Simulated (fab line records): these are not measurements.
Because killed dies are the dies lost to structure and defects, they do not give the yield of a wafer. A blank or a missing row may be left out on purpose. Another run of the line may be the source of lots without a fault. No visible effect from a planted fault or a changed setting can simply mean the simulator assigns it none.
Problem report, 8D (eight disciplines) form, completed by code | flow nand_harc | the parts of the form that need people (team, actions taken, sign-off) are left out

## 1. THE ISSUE
Wafers without a fault read 79, standard deviation 25; raw_defect_count at NHARC_A_CHANNEL_HOLE_D1_INSPECT_40 reads a mean of 712 on 6 wafers belonging to 2 lots. That is +25 standard deviations from the usual mean.
The first sign was on wafer L124.1 at day 13 17:02, on defect_inspect-02. At this step, 33 wafers from 11 lots have a number in the record. The rule behind "out" and "out of limits": a value lying over 4 standard deviations away from the usual mean. Any other wafer with a number is counted as sound.

## 2. WHAT IT IS, AND WHAT IT ISN'T
question                    | is                     | is not
which readings at this step | raw_defect_count       | -
which lots                  | L124, L126             | L114, L116, L118, L119, L121, L125, L132, L135, L136
which wafers of those lots  | all that have a number | -
read on which gauges        | defect_inspect-02      | defect_inspect-01
when                        | from day 13 17:02      | up to then (18 sound wafers); but 9 sound wafers of L132, L135, L136 came after

## 3. SUSPECTS, AND WHAT RULES EACH OUT
Counting: any tool at a process step up to the reading is kept as a suspect provided that every lot that is out went through it and no sound lot did after the first of them.
- the gauge at NHARC_A_CHANNEL_HOLE_D1_INSPECT_40: kept. All the wafers that are out were read on defect_inspect-02, and no step on other tools shows them out.
- har_etch-02 at NHARC_A_CHANNEL_HOLE_D1_ETCH_33 (etches the open film in C4F8/O2/Ar, time 90 s, target depth 400 nm): kept. Every lot that is out went through it, starting with L124 (day 13 14:39), and after that it ran no sound lot; the last sound lot it ran before then is L121 (day 12 10:18).
Remaining after the count are har_etch-02 at NHARC_A_CHANNEL_HOLE_D1_ETCH_33 and defect_inspect-02 at NHARC_A_CHANNEL_HOLE_D1_INSPECT_40.

## 4. THE CAUSE (what the simulator had put in)
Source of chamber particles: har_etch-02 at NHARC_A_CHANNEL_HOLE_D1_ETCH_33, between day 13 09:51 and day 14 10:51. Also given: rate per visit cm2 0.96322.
After counting, 2 suspects remain, this tool included.

## 5. SEQUENCE OF EFFECTS, ordered by route
Each row: a reading whose mean over the struck wafers that have a number lies more than 3 standard deviations from the usual. Readings are gone through only where the record gives a usual standard deviation; hours: the median, over the lots, of the time from a lot's start at the first step in this table giving one to that lot's start at this step; sigmas: the change measured in usual standard deviations.
hours | step                               | reading          | usual | on struck wafers | change | sigmas
0     | NHARC_A_CHANNEL_HOLE_D1_INSPECT_40 | raw_defect_count | 79    | 712              | +633   | +25
At these later measuring or inspecting steps, every struck wafer for which the step has a row has a number for every such reading, and none has moved that far: NHARC_END_SORT_01.

## 6. HOW IT WOULD HAVE BEEN CAUGHT EARLIER
The first out-of-limits reading at a measuring or inspecting step in this record came at day 13 17:02, 7 hours after the fault's start at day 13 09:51.
An alarm limit of 4 standard deviations would not have fired on the tool readings at NHARC_A_CHANNEL_HOLE_D1_ETCH_33 for which the record gives a usual standard deviation, since none of them was out on any struck wafer.
Of the lots that are out (2), L126 began NHARC_A_CHANNEL_HOLE_D1_ETCH_33 on har_etch-02 after day 13 17:02. It would have been spared by a hold on the tool at that moment.
